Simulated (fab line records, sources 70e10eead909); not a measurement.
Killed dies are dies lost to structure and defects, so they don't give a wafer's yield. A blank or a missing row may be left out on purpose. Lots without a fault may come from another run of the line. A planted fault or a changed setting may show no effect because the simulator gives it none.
Chamber matching | flow nand_harc | NHARC_A_STAIRCASE_ALD_415 on ald_hk-02: 4 sister chambers
The step deposits SiO2, target thk 30 nm, pulse time 6 s, ald cycles 300. 8 wafers are shown with their chamber, then 7 later ones without.

WAFERS WITH THEIR CHAMBER
wafer  | chamber | heater_power_w (W) | precursor_pulse_height_rel
L079.1 | 3       | 543                | 1.003
L084.1 | 1       | 522                | 0.986
L084.4 | 2       | 455                | 0.998
L091.3 | 3       | 566                | 0.993
L091.4 | 2       | 444                | 0.998
L091.5 | 0       | 508                | 0.967
L090.1 | 0       | 503                | 1.001
L090.4 | 1       | 533                | 0.985

WAFERS WITHOUT THEIR CHAMBER
wafer  | heater_power_w (W) | precursor_pulse_height_rel
L090.5 | 531                | 0.999
L093.1 | 552                | 1.034
L093.3 | 510                | 1.017
L093.5 | 552                | 1.031
L094.1 | 551                | 1.022
L094.3 | 530                | 1.019
L094.6 | 561                | 0.991

WHICH CHAMBER EACH WENT THROUGH
wafer  | from the rows above          | in truth
L090.5 | can't be placed: 1 or 3 or 0 | 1
L093.1 | can't be placed: 3 or 1      | 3
L093.3 | can't be placed: 0 or 1      | 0
L093.5 | can't be placed: 3 or 1      | 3
L094.1 | can't be placed: 3 or 1      | 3
L094.3 | can't be placed: 1 or 3 or 0 | 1
L094.6 | 3                            | 3
Placed correctly: 1 of 7. Can't be placed from these rows: 6 (the true chamber is among the candidates in 6). Placed wrongly: 0.
How it was worked out, from the rows above alone: a wafer's distance from a chamber is the root of the sum, over the readings, of the square of ((its reading less the chamber's mean) divided by the reading's scatter). The wafer belongs to the nearest chamber; if the next one is less than 2 further off, it can't be placed. A chamber's mean is the mean of its shown wafers. The scatter: the root of (the sum of the squares of (reading less its chamber's mean) over the shown wafers, divided by (wafers less chambers)).
